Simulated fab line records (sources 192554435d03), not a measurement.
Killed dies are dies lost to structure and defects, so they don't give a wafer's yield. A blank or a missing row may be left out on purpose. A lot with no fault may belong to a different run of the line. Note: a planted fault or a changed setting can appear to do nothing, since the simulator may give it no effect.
fab line records | flow n5Finfet
record: lots: 5 | wafers: 14 | lastDay: 17
route steps=1938 shown BEOL_M9@1431 PASSIVATION@1936
lots that met no fault: taken from a fault-free run of the same line
startH: the number of hours between the record's first day and the start of the first shown wafer of the lot | waitH: time in hours since the lot's previous step | " same as the row above | L1.1+2: a row that stands for several wafers | - no value present, or no start provided | * or withheld: withheld | < > ~ a bound
route shown NAME@n: names a module that has steps shown in the file, with the first one's number in the route | usual: mean and standard deviation over wafers with no fault | same: alike in all rows | chamber/n: place in a boat | sites: readings site by site | _std_site: the standard deviation of these | _edge_site: inner sites' mean taken away from outer sites' mean | radiusMm: how far each site lies from the wafer's centre | mask NAME#n: copy n | behind: the most recent tool/chamber to have shaped the wafer | hold: what put the lot on hold/how long, in hours/how the hold closed | device: names the non-switching transistor (n, p or np) | end of line: the same wafers' tests at the end of the route | step lacking rows: just its recipe | killed: the dies lost at the first sort to structure and to defects; this is not the yield of the wafer | map: per-die view of a wafer (x killed, . not killed, _ where there is no die)
set.NAME: the setting as run; set.NAME@STEP: as run at that earlier step | model.NAME: the simulator's own value behind a step, which no gauge read
lots seen at some steps along the route; tables by step, rows by wafer
services: when a tool's chamber went out of use (startH, in hours from the record's first day, below 0 if earlier), for how many hours, and the reason
== steps ==
step: N5_BEOL_M9_EXPOSE_25
recipe: maskId: V8 | na: 0.33 | sourceShape: annular | sigmaInner: 0.4 | sigmaOuter: 0.8 | polarization: unpolarized | doseMj: 37.25
step: N5_BEOL_M9_PEB_26
recipe: pebTempC: 100 | pebTimeS: 60 | resist: CAR-EUV
step: N5_BEOL_M9_DEVELOP_27
recipe: developTimeS: 30 | developer: TMAH | resist: CAR-EUV | rinseLiquid: surfactantRinse | dry: airSpin | devTempC: 23
step: N5_BEOL_M9_CD_MEAS_28
recipe: targetCdNm: 70 | landingEnergyEv: 500 | detector: seInlens | polarity: opening
usual: cdNm: 70.13/0.28
lot.wafer | tool     | chamber | startH | waitH | cdNm
L586.3    | cdSem-03 | 0       | 215.23 | -     | 69.93
L586.5    | "        | 0       | "      | "     | 70.12
L586.6    | "        | 0       | "      | "     | 69.78
L587.2    | cdSem-02 | 0       | 221.04 | -     | 70.17
L587.5    | "        | 0       | "      | "     | 70.28
L587.6    | "        | 0       | "      | "     | 70.30
L594.1    | cdSem-03 | 0       | 255.91 | -     | 70.14
L594.5    | "        | 0       | "      | "     | 69.83
L605.1    | cdSem-02 | 0       | 314.85 | -     | 70.19
L605.2    | "        | 0       | "      | "     | 70.41
L605.6    | "        | 0       | "      | "     | 69.76
L607.2    | cdSem-01 | 0       | 357.36 | -     | 69.46
L607.5    | "        | 0       | "      | "     | 69.91
L607.6    | "        | 0       | "      | "     | 69.66
step: N5_BEOL_M9_OVL_MEAS_29
recipe: pointsPerWafer: 522
usual: V8_OVL: -0.5/0.76
lot.wafer | tool       | chamber | startH | waitH | V8_OVL[nm]
L586.3    | overlay-01 | 0       | 215.27 | 0.0   | -0.7
L586.5    | "          | 0       | "      | "     | -0.7
L586.6    | "          | 0       | "      | "     | -0.1
L587.2    | overlay-02 | 0       | 221.08 | 0.0   | -0.2
L587.5    | "          | 0       | "      | "     | -0.7
L587.6    | "          | 0       | "      | "     | -0.4
L594.1    | overlay-02 | 0       | 255.94 | 0.0   | -1.6
L594.5    | "          | 0       | "      | "     | -1.5
L605.1    | overlay-02 | 0       | 314.88 | 0.0   | 0.3
L605.2    | "          | 0       | "      | "     | -0.4
L605.6    | "          | 0       | "      | "     | 0.7
L607.2    | overlay-02 | 0       | 357.39 | 0.0   | -0.6
L607.5    | "          | 0       | "      | "     | -1.5
L607.6    | "          | 0       | "      | "     | 0.1
step: N5_BEOL_M9_INSPECT_30
recipe: mode: adi | inspectInstrument: brightfield
usual: rawDefectCount: 421/84
lot.wafer | tool             | chamber | startH | waitH | rawDefectCount
L586.3    | defectInspect-02 | -       | 215.32 | 0.0   | 545
L586.5    | "                | -       | "      | "     | 271
L586.6    | "                | -       | "      | "     | 440
L587.2    | defectInspect-01 | -       | 221.13 | 0.0   | 475
L587.5    | "                | -       | "      | "     | 311
L587.6    | "                | -       | "      | "     | 406
L594.1    | defectInspect-01 | -       | 256.00 | 0.1   | 467
L594.5    | "                | -       | "      | "     | 593
L605.1    | defectInspect-02 | -       | 314.94 | 0.1   | 483
L605.2    | "                | -       | "      | "     | 385
L605.6    | "                | -       | "      | "     | 364
L607.2    | defectInspect-01 | -       | 357.45 | 0.0   | 424
L607.5    | "                | -       | "      | "     | 363
L607.6    | "                | -       | "      | "     | 375
step: N5_BEOL_M9_DESCUM_33
recipe: chemistry: O2 | timeS: 7 | sourcePowerW: 50 | biasPowerW: 20 | pressureMtorr: 20 | rfFrequencyHz: 2.712e+07 | tempC: 40 | resist: CAR-EUV | o2FlowSccm: 225
usual: drypumpMotorCurrentA: 5.6/0.48 | oesProductAu: 0.75/0.056 | rfVppV: 243.4/1.7 | showerheadPlenumPTorr: 2.10/0.089 | throttleValvePct: 20.53/0.22
lot.wafer | tool       | chamber | startH | waitH | drypumpMotorCurrentA | oesProductAu | rfHoursCounterH | rfVppV | showerheadPlenumPTorr | throttleValvePct
L586.3    | rieDiel-01 | 1       | 215.35 | 0.0   | 5.8                  | 0.85         | 46              | 246.1  | 2.23                  | 20.67
L586.5    | "          | 1       | "      | "     | 5.8                  | 0.85         | -               | 243.0  | 2.22                  | 20.68
L586.6    | "          | 0       | "      | "     | 6.2                  | 0.70         | -               | 244.3  | 2.17                  | 20.58
L587.2    | rieDiel-03 | 2       | 221.16 | 0.0   | 6.5                  | 0.74         | 167             | 243.5  | 2.16                  | 20.20
L587.5    | "          | 3       | "      | "     | 5.8                  | 0.76         | -               | 243.6  | 2.19                  | 20.48
L587.6    | "          | 1       | "      | "     | 5.2                  | 0.74         | -               | 243.0  | 2.09                  | 20.72
L594.1    | rieDiel-03 | 3       | 256.03 | 0.0   | 5.8                  | 0.76         | 131             | 244.0  | 2.18                  | 20.53
L594.5    | "          | 0       | "      | "     | 5.3                  | 0.72         | -               | 242.8  | 2.07                  | 20.69
L605.1    | rieDiel-01 | 1       | 315.06 | 0.1   | 5.8                  | 0.82         | 77              | 243.9  | 2.21                  | 20.72
L605.2    | "          | 0       | "      | "     | 6.2                  | 0.68         | 227             | 244.2  | 2.16                  | 20.63
L605.6    | "          | 0       | "      | "     | 6.2                  | 0.68         | -               | 244.3  | 2.16                  | 20.63
L607.2    | rieDiel-02 | 3       | 357.61 | 0.2   | 5.6                  | 0.78         | 114             | 244.1  | 2.18                  | 20.34
L607.5    | "          | 2       | "      | "     | 6.1                  | 0.74         | -               | 241.7  | 1.92                  | 20.87
L607.6    | "          | 3       | "      | "     | 5.6                  | 0.78         | -               | 245.7  | 2.18                  | 20.35
step: N5_BEOL_M9_ETCH_76
recipe: chemistry: N2/H2 | target: underlayer | targetDepthA: 65 | maskMaterial: CAR-EUV | timeS: 5.2 | ionEnergyEv: 200 | pressureMtorr: 30 | sourceW: 840 | biasW: 150 | n2FlowSccm: 200 | h2FlowSccm: 200 | ends: cleared
usual: drypumpMotorCurrentA: 5.6/0.48 | etchRfOnTimeS: 5.24/0.11 | oesProductAu: 0.63/0.048 | rfFwdPowerW: 819.2/2.4 | rfVppV: 524/3.3 | showerheadPlenumPTorr: 2.56/0.11 | throttleValvePct: 17.99/0.22
lot.wafer | tool       | chamber | startH | waitH | drypumpMotorCurrentA | etchRfOnTimeS | oesProductAu | rfFwdPowerW | rfHoursCounterH | rfVppV | showerheadPlenumPTorr | throttleValvePct
L586.3    | rieDiel-01 | 1       | 215.39 | 0.0   | 5.8                  | 5.24          | 0.71         | 821.6       | 46              | 528    | 2.71                  | 18.14
L586.5    | "          | 1       | "      | "     | 5.9                  | 5.23          | 0.74         | 819.5       | -               | 529    | 2.71                  | 18.16
L586.6    | "          | 0       | "      | "     | 6.2                  | 5.26          | 0.60         | 819.9       | -               | 525    | 2.64                  | 18.07
L587.2    | rieDiel-03 | 2       | 221.20 | 0.0   | 6.5                  | 5.23          | 0.62         | 816.9       | 167             | 528    | 2.65                  | 17.78
L587.5    | "          | 3       | "      | "     | 5.9                  | 5.32          | 0.65         | 818.3       | -               | 525    | 2.67                  | 17.97
L587.6    | "          | 1       | "      | "     | 5.2                  | 5.32          | 0.62         | 820.8       | -               | 522    | 2.53                  | 18.12
L594.1    | rieDiel-03 | 3       | 256.07 | 0.0   | 5.8                  | 5.32          | 0.64         | 818.8       | 131             | 527    | 2.66                  | 17.98
L594.5    | "          | 0       | "      | "     | 5.3                  | 5.26          | 0.61         | 820.2       | -               | 523    | 2.51                  | 18.03
L605.1    | rieDiel-01 | 1       | 315.09 | 0.0   | 5.8                  | 5.26          | 0.69         | 819.2       | 77              | 527    | 2.69                  | 18.19
L605.2    | "          | 0       | "      | "     | 6.2                  | 5.33          | 0.58         | 817.6       | 227             | 526    | 2.63                  | 18.10
L605.6    | "          | 0       | "      | "     | 6.2                  | 5.37          | 0.58         | 818.9       | -               | 528    | 2.63                  | 18.13
L607.2    | rieDiel-02 | 3       | 357.64 | 0.0   | 5.6                  | 5.13          | 0.69         | 819.1       | 114             | 527    | 2.65                  | 17.76
L607.5    | "          | 2       | "      | "     | 6.1                  | 5.15          | 0.63         | 815.5       | -               | 515    | 2.32                  | 18.17
L607.6    | "          | 3       | "      | "     | 5.6                  | 5.22          | 0.68         | 817.4       | -               | 527    | 2.65                  | 17.76
step: N5_BEOL_M9_ETCH_65
recipe: chemistry: CF4 | target: SiARC | targetDepthA: 156 | maskMaterial: CAR-EUV | timeS: 26 | ionEnergyEv: 80 | pressureMtorr: 40 | sourceW: 545 | biasW: 36 | Ar_flow_sccm: 100 | cf4FlowSccm: 100 | ends: cleared
usual: drypumpMotorCurrentA: 5.6/0.48 | etchRfOnTimeS: 26.2/0.49 | oesProductAu: 0.64/0.047 | rfFwdPowerW: 531.8/1.7 | rfVppV: 184.3/1.3 | showerheadPlenumPTorr: 2.16/0.085 | throttleValvePct: 15.75/0.19
lot.wafer | tool       | chamber | startH | waitH | drypumpMotorCurrentA | etchRfOnTimeS | oesProductAu | rfFwdPowerW | rfHoursCounterH | rfVppV | showerheadPlenumPTorr | throttleValvePct
L586.3    | rieDiel-01 | 1       | 215.41 | 0.0   | 5.8                  | 26.3          | 0.72         | 532.4       | 46              | 185.4  | 2.25                  | 15.70
L586.5    | "          | 1       | "      | "     | 5.8                  | 26.2          | 0.72         | 533.6       | -               | 185.4  | 2.25                  | 15.71
L586.6    | "          | 0       | "      | "     | 6.2                  | 26.7          | 0.60         | 531.1       | -               | 185.2  | 2.22                  | 15.80
L587.2    | rieDiel-03 | 2       | 221.21 | 0.0   | 6.4                  | 26.6          | 0.62         | 532.6       | 167             | 185.5  | 2.22                  | 15.50
L587.5    | "          | 3       | "      | "     | 5.9                  | 26.5          | 0.64         | 533.2       | -               | 185.1  | 2.23                  | 15.65
L587.6    | "          | 1       | "      | "     | 5.2                  | 26.3          | 0.62         | 532.5       | -               | 182.4  | 2.14                  | 15.86
L594.1    | rieDiel-03 | 3       | 256.09 | 0.0   | 5.8                  | 26.7          | 0.64         | 534.5       | 131             | 183.2  | 2.23                  | 15.67
L594.5    | "          | 0       | "      | "     | 5.3                  | 26.1          | 0.63         | 530.5       | -               | 185.4  | 2.14                  | 16.00
L605.1    | rieDiel-01 | 1       | 315.11 | 0.0   | 5.8                  | 26.1          | 0.69         | 533.6       | 77              | 185.4  | 2.24                  | 15.77
L605.2    | "          | 0       | "      | "     | 6.2                  | 26.3          | 0.58         | 529.4       | 227             | 185.1  | 2.21                  | 15.86
L605.6    | "          | 0       | "      | "     | 6.2                  | 26.4          | 0.58         | 530.0       | -               | 186.0  | 2.21                  | 15.87
L607.2    | rieDiel-02 | 3       | 357.66 | 0.0   | 5.6                  | 26.1          | 0.68         | 527.7       | 114             | 184.3  | 2.24                  | 15.64
L607.5    | "          | 2       | "      | "     | 6.1                  | 26.1          | 0.62         | 535.1       | -               | 181.6  | 1.97                  | 16.01
L607.6    | "          | 3       | "      | "     | 5.6                  | 26.1          | 0.68         | 527.2       | -               | 185.5  | 2.24                  | 15.64
step: N5_BEOL_M9_ETCH_66
recipe: chemistry: N2/H2 | target: SOC | targetDepthA: 800 | overetchA: 160 | maskMaterial: SiARC | tempC: 40 | timeS: 120 | ionEnergyEv: 200 | pressureMtorr: 30 | sourceW: 840 | biasW: 150 | n2FlowSccm: 200 | h2FlowSccm: 200
usual: drypumpMotorCurrentA: 5.6/0.48 | oesProductAu: 0.57/0.039 | rfFwdPowerW: 836/3.1 | rfVppV: 524/3.1 | showerheadPlenumPTorr: 2.56/0.11 | throttleValvePct: 17.95/0.22
lot.wafer | tool       | chamber | startH | waitH | drypumpMotorCurrentA | oesProductAu | rfFwdPowerW | rfHoursCounterH | rfVppV | showerheadPlenumPTorr | throttleValvePct
L586.3    | rieDiel-01 | 1       | 215.43 | 0.0   | 5.8                  | 0.64         | 845         | 47              | 526    | 2.71                  | 18.10
L586.5    | "          | 1       | "      | "     | 5.9                  | 0.64         | 842         | -               | 528    | 2.71                  | 18.09
L586.6    | "          | 0       | "      | "     | 6.2                  | 0.54         | 835         | -               | 527    | 2.64                  | 18.04
L587.2    | rieDiel-03 | 2       | 221.24 | 0.0   | 6.5                  | 0.56         | 834         | 167             | 527    | 2.65                  | 17.73
L587.5    | "          | 3       | "      | "     | 5.8                  | 0.58         | 836         | -               | 529    | 2.67                  | 17.92
L587.6    | "          | 1       | "      | "     | 5.2                  | 0.55         | 830         | -               | 525    | 2.53                  | 18.08
L594.1    | rieDiel-03 | 3       | 256.11 | 0.0   | 5.9                  | 0.58         | 834         | 131             | 527    | 2.66                  | 17.93
L594.5    | "          | 0       | "      | "     | 5.3                  | 0.56         | 834         | -               | 523    | 2.51                  | 18.02
L605.1    | rieDiel-01 | 1       | 315.14 | 0.0   | 5.8                  | 0.62         | 841         | 77              | 529    | 2.70                  | 18.15
L605.2    | "          | 0       | "      | "     | 6.2                  | 0.53         | 836         | 227             | 526    | 2.63                  | 18.09
L605.6    | "          | 0       | "      | "     | 6.1                  | 0.53         | 836         | -               | 526    | 2.63                  | 18.09
L607.2    | rieDiel-02 | 3       | 357.69 | 0.0   | 5.6                  | 0.60         | 837         | 114             | 527    | 2.65                  | 17.71
L607.5    | "          | 2       | "      | "     | 6.1                  | 0.56         | 837         | -               | 518    | 2.32                  | 18.14
L607.6    | "          | 3       | "      | "     | 5.6                  | 0.61         | 836         | -               | 527    | 2.65                  | 17.71
step: N5_BEOL_M9_STRIP_69
recipe: chemistry: N2/H2 | tempC: 40 | n2FlowSccm: 200 | h2FlowSccm: 200 | rfFrequencyHz: 6e+07
step: N5_BEOL_M9_STRIP_77
recipe: chemistry: N2/H2 | tempC: 40 | n2FlowSccm: 200 | h2FlowSccm: 200 | rfFrequencyHz: 6e+07
step: N5_BEOL_M9_VIA_ETCH_34
recipe: chemistry: C4F6/O2 | target: SiCOH_lowk | targetDepthA: 1824 | maskMaterial: SOC | taperDeg: 4 | timeS: 68.4 | ionEnergyEv: 250 | pressureMtorr: 30 | sourceW: 345 | biasW: 185 | Ar_flow_sccm: 300 | C4F6_flow_sccm: 10 | O2_flow_sccm: 10
usual: drypumpMotorCurrentA: 5.6/0.48 | oes_f_703_au: 0.74/0.054 | oes_o_777_au: 0.74/0.054 | oesProductAu: 0.74/0.056 | rfFwdPowerW: 341.8/1.4 | rfVppV: 663/13 | showerheadPlenumPTorr: 2.87/0.11 | throttleValvePct: 21.06/0.2
lot.wafer | tool       | chamber | startH | waitH | drypumpMotorCurrentA | oes_f_703_au | oes_o_777_au | oesProductAu | rfFwdPowerW | rfHoursCounterH | rfVppV | showerheadPlenumPTorr | throttleValvePct | model.etch.depthNm | model.SOC_of_BEOL_M9_COAT_63.thkNm
L586.3    | rieDiel-01 | 1       | 215.53 | 0.0   | 5.8                  | 0.84         | 0.85         | 0.86         | 342.1       | 47              | 670    | 2.98                  | 20.97            | 182.1              | 50.8
L586.5    | "          | 1       | "      | "     | 5.8                  | 0.84         | 0.86         | 0.85         | 343.0       | -               | 672    | 2.98                  | 20.97            | 181.7              | 51
L586.6    | "          | 0       | "      | "     | 6.2                  | 0.70         | 0.70         | 0.70         | 341.6       | -               | 664    | 2.93                  | 20.97            | 180.4              | 51
L587.2    | rieDiel-03 | 2       | 221.34 | 0.0   | 6.5                  | 0.71         | 0.71         | 0.73         | 340.5       | 167             | 685    | 2.95                  | 20.74            | 180.8              | 51.2
L587.5    | "          | 3       | "      | "     | 5.8                  | 0.74         | 0.74         | 0.76         | 341.9       | -               | 683    | 2.97                  | 20.97            | 179.7              | 51.2
L587.6    | "          | 1       | "      | "     | 5.2                  | 0.72         | 0.72         | 0.72         | 342.4       | -               | 642    | 2.85                  | 21.24            | 179.3              | 51.2
L594.1    | rieDiel-03 | 3       | 256.21 | 0.0   | 5.9                  | 0.53         | 0.54         | 0.70         | 260.5       | 131             | 786    | 2.96                  | 20.95            | 162.5              | 52
L594.5    | "          | 0       | "      | "     | 5.3                  | 0.74         | 0.73         | 0.72         | 339.8       | -               | 643    | 2.83                  | 21.24            | 180.7              | 51
L605.1    | rieDiel-01 | 1       | 315.24 | 0.0   | 5.8                  | 0.80         | 0.81         | 0.82         | 343.1       | 77              | 671    | 2.97                  | 21.03            | 180.3              | 51
L605.2    | "          | 0       | "      | "     | 6.2                  | 0.68         | 0.67         | 0.68         | 341.0       | 227             | 662    | 2.92                  | 21.01            | 177.5              | 51.2
L605.6    | "          | 0       | "      | "     | 6.2                  | 0.68         | 0.67         | 0.68         | 341.1       | -               | 662    | 2.92                  | 21.01            | 177.3              | 51.4
L607.2    | rieDiel-02 | 3       | 357.79 | 0.0   | 5.6                  | 0.78         | 0.77         | 0.79         | 340.2       | 114             | 664    | 3.00                  | 21.06            | 180.9              | 51.2
L607.5    | "          | 2       | "      | "     | 6.1                  | 0.74         | 0.74         | 0.73         | 342.4       | -               | 660    | 2.62                  | 21.32            | 182.2              | 51
L607.6    | "          | 3       | "      | "     | 5.6                  | 0.78         | 0.77         | 0.79         | 340.2       | -               | 664    | 3.00                  | 21.04            | 181                | 51.4
step: N5_BEOL_M9_STRIP_73
recipe: chemistry: C4F6/O2 | resist: SiARC | rfFrequencyHz: 6e+07
step: N5_PASSIVATION_PROBE_49
usual: defectLimitedYield: 91.6/1.2 | killed_at_M0_to_M3: 33/9.4 | killed_at_M4_up: 13/5.2 | killedAtContacts: 13/5.6 | killedAtFrontEnd: 37/9.5 | killedAtOther: 4/3.1 | killedDies: 99/15 | killedOpen: 65/11 | killedShort: 32/7.5 | sort_bin_5_function: 4.9/0.77 | sort_bin_6_memory: 3.1/0.65 | sort_bin_8_speed: 0.01/0.056 | sortNPass: 1081/15 | sortYieldPct: 91.6/1.2
same: grossDies: 1180 | killedAtBackSide: 0 | sort_bin_4_leakage[%]: 0
lot.wafer | tool      | chamber | startH | waitH | defectLimitedYield[%] | killed_at_M0_to_M3 | killed_at_M4_up | killedAtContacts | killedAtFrontEnd | killedAtOther | killedDies | killedOpen | killedShort | sort_bin_5_function[%] | sort_bin_6_memory[%] | sort_bin_8_speed[%] | sortNPass | sortYieldPct[%]
L594.1    | prober-01 | -       | 321.80 | 0.0   | 90.6                  | 40                 | 21              | 18               | 32               | 0             | 111        | 89         | 21          | 6.1                    | 3.1                  | 0                   | 1069      | 90.6
killed by level:class
L594.1 MOL_CONTACT_COAG:geometricParticle:open=16 BEOL_M4:geometricParticle:open=12 BEOL_M3:geometricParticle:open=10 FIN_SAQP:geometricParticle:open=9 STI_FIN_REVEAL:geometricParticle:open=8 BEOL_M1:geometricParticle:open=7 BEOL_M0_SAQP:geometricParticle:short=6 BEOL_M0:geometricParticle:open=6
== services ==
tool       | chamber | startH | hours | kind
rieDiel-03 | 0       | 215.28 | 6.4   | repair
rieDiel-01 | -       | 250.99 | 1.8   | repair
rieDiel-02 | 2       | 286.38 | 3.2   | repair
rieDiel-03 | 3       | 322.36 | 15.4  | repair
rieDiel-02 | 1       | 334.87 | -     | clean
rieDiel-02 | 1       | 334.87 | -     | consumableReplace:focusRing
rieDiel-02 | 1       | 334.87 | -     | consumableReplace:showerhead
rieDiel-02 | 1       | 334.87 | 27.6  | scheduledDown
rieDiel-02 | 1       | 334.87 | 27.6  | ventCycle
rieDiel-03 | 1       | 337.77 | 14.5  | repair
rieDiel-01 | -       | 341.60 | 14.6  | pm
== key ==
firstSign: step: N5_BEOL_M9_VIA_ETCH_34 | reading: rfFwdPowerW | direction: down | sigmas: 60 | usual: * | struck: *
effect: step: N5_BEOL_M9_VIA_ETCH_34 | reading: rfVppV | direction: up | sigmas: 9.7 | usual: 663 | struck: 786
modelEffect: step: N5_BEOL_M9_VIA_ETCH_34 | value: etch.depthNm | without: 180.6 | struck: 162.5
metAt N5_BEOL_M9_VIA_ETCH_34
struckWafers L594.1
onsetBetween 221.34 256.21
fault: kind: processParameterDrift | tool: rieDiel-03 | chamber: 3 | onsetH: 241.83 | steps: N5_BEOL_M9_VIA_ETCH_34 | channel: sourceW | offset: -82.8 | shape: step | actsIn: theseRecipesOnly | stated: 345
